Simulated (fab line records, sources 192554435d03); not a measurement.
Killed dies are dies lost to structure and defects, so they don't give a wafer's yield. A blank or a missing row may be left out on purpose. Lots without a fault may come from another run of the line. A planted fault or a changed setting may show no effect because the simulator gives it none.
Chamber matching | flow n5_finfet | N5_BEOL_M2_PRE_CLEAN_60 on cvd_co-02: 3 sister chambers
The step time 15 s. 6 wafers are shown with their chamber, then 11 later ones without.

WAFERS WITH THEIR CHAMBER
wafer  | chamber | heater_power_w (W)
L088.5 | 2       | 72
L088.6 | 1       | 82
L089.2 | 0       | 86
L089.5 | 2       | 71
L089.6 | 1       | 81
L092.2 | 0       | 88

WAFERS WITHOUT THEIR CHAMBER
wafer  | heater_power_w (W)
L092.4 | 87
L092.5 | 81
L093.2 | 72
L093.3 | 81
L093.6 | 85
L095.2 | 84
L095.4 | 82
L095.5 | 86
L097.3 | 81
L097.4 | 82
L097.6 | 87

WHICH CHAMBER EACH WENT THROUGH
wafer  | from the rows above     | in truth
L092.4 | 0                       | 0
L092.5 | 1                       | 1
L093.2 | 2                       | 2
L093.3 | 1                       | 1
L093.6 | can't be placed: 0 or 1 | 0
L095.2 | can't be placed: 1 or 0 | 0
L095.4 | 1                       | 1
L095.5 | 0                       | 0
L097.3 | 1                       | 1
L097.4 | 1                       | 1
L097.6 | 0                       | 0
Placed correctly: 9 of 11. Can't be placed from these rows: 2 (the true chamber is among the candidates in 2). Placed wrongly: 0.
How it was worked out, from the rows above alone: a wafer's distance from a chamber is the root of the sum, over the readings, of the square of ((its reading less the chamber's mean) divided by the reading's scatter). The wafer belongs to the nearest chamber; if the next one is less than 2 further off, it can't be placed. A chamber's mean is the mean of its shown wafers. The scatter: the root of (the sum of the squares of (reading less its chamber's mean) over the shown wafers, divided by (wafers less chambers)).
